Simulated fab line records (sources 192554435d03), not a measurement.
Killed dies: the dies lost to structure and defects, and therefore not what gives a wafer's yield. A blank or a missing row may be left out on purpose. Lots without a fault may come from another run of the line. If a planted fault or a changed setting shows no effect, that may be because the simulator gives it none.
Chamber matching    flow n5_finfet    rie_si-02 running N5_DUMMY_GATE_TRIM_49: 4 sister chambers
The step chemistry O2, time 29 s, target cd 14 nm. 4 wafers are shown with their chamber, then 8 later ones without.

WAFERS WITH THEIR CHAMBER
wafer   chamber  throttle_valve_pct (%)
L084.3  3        7.84
L086.2  2        8.14
L086.4  0        8.06
L089.3  1        7.87

WAFERS MISSING THEIR CHAMBER
wafer   throttle_valve_pct (%)
L089.4  8.06
L089.6  7.86
L090.2  7.83
L090.4  7.86
L090.5  8.03
L093.1  8.06
L093.3  7.83
L093.4  8.13

EACH ONE'S CHAMBER
wafer   from the rows above      in truth
L089.4  0                        0
L089.6  can't be placed: 1 or 3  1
L090.2  3                        3
L090.4  can't be placed: 1 or 3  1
L090.5  0                        0
L093.1  0                        0
L093.3  3                        3
L093.4  2                        2
Correct placement for 6 of the 8. Cannot be placed on the basis of these rows: 2; the candidates contain the true chamber in 2. Number placed wrongly: 0.
How it was worked out, from the rows above alone: a wafer's distance from a chamber is the root of the sum, over the readings, of the square of ((its reading less the chamber's mean) divided by the reading's scatter). The wafer belongs to the nearest chamber; if the next one is less than 2 further off, it can't be placed. A chamber's mean is the mean of its shown wafers. The scatter: root of mean squared gap, hidden wafer to nearest shown wafer, with one shown wafer a chamber.
